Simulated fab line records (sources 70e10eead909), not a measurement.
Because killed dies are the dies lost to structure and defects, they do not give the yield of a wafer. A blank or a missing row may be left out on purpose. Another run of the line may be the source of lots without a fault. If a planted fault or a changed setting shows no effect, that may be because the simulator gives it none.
What tool caused it? | flow nand-harc | route of 1302 steps, sampled at 1 step: 14 lots, 42 wafers

== WHAT THE GAUGES READ, wafer by wafer ==
NHARC_P_GATE_CD_MEAS_11: the cd target is 1640 nm.
lot  | measured     | on        | cd-nm (nm)
L665 | day 5 10:13  | cd-sem-01 | 1640.0 1640.5 1642.0
L666 | day 5 16:49  | cd-sem-02 | 1638.1 1644.2 1642.7
L667 | day 5 23:30  | cd-sem-01 | 1642.3 1642.3 1639.9
L670 | day 7 09:13  | cd-sem-02 | 1643.9 1639.7 1645.0
L676 | day 9 17:04  | cd-sem-02 | 1640.2 1641.9 1642.3
L677 | day 10 10:40 | cd-sem-03 | 1639.4 1637.3 1637.8
L678 | day 10 10:43 | cd-sem-02 | 1639.4 1643.4 1641.9
L679 | day 10 23:36 | cd-sem-01 | 1641.2 1641.3 1643.5
L680 | day 11 14:10 | cd-sem-02 | 1641.6 1641.0 1643.1
L681 | day 11 22:10 | cd-sem-02 | 1640.4 1638.4 1640.4
L682 | day 12 04:37 | cd-sem-03 | 1639.8 1638.2 1641.3
L683 | day 12 17:40 | cd-sem-01 | 1640.1 1638.8 1641.8
L685 | day 13 15:55 | cd-sem-03 | 1639.5 1639.0 1639.2
L686 | day 13 23:22 | cd-sem-02 | 1641.7 1640.1 1638.9

== TOOL THAT RAN EACH LOT (tool first, then ch and the chambers of the sampled wafers, then the start) ==
No process step before these readings appears in the record.

== WHAT THE TOOLS THEMSELVES READ (means of the sampled wafers that have a number; where no wafer has one, the mark that the record gives instead) ==
The record holds no such reading with a usual standard deviation.

== THE ANSWER, worked out from the rows above alone ==
Rule: usual is defined by the lots themselves. Put in order of their means at a reading, lots are off if they are a third of the lots or fewer, leave a main group of 4 or more, and stand apart from it by a gap of 3 or more times the standard deviation of the main group's means; of several such gaps the widest counts. If all means in a main group match to the digits the tables above print for the reading, that group is not used. A lot without any number at a reading at which 4 lots or more have one is off too. Where the step has rows for the other lots, those lots are counted as sound. Order of review: gauges by route order, followed by the tools' own readings, for which a lot's mean as printed above is used. At the first step where some lot is off, the reading lying furthest off is the one used; lots without a number count as furthest.
Across all readings shown, no lot is off: no conclusion can be drawn from this.

== WHAT THE SIMULATOR PUT IN ==
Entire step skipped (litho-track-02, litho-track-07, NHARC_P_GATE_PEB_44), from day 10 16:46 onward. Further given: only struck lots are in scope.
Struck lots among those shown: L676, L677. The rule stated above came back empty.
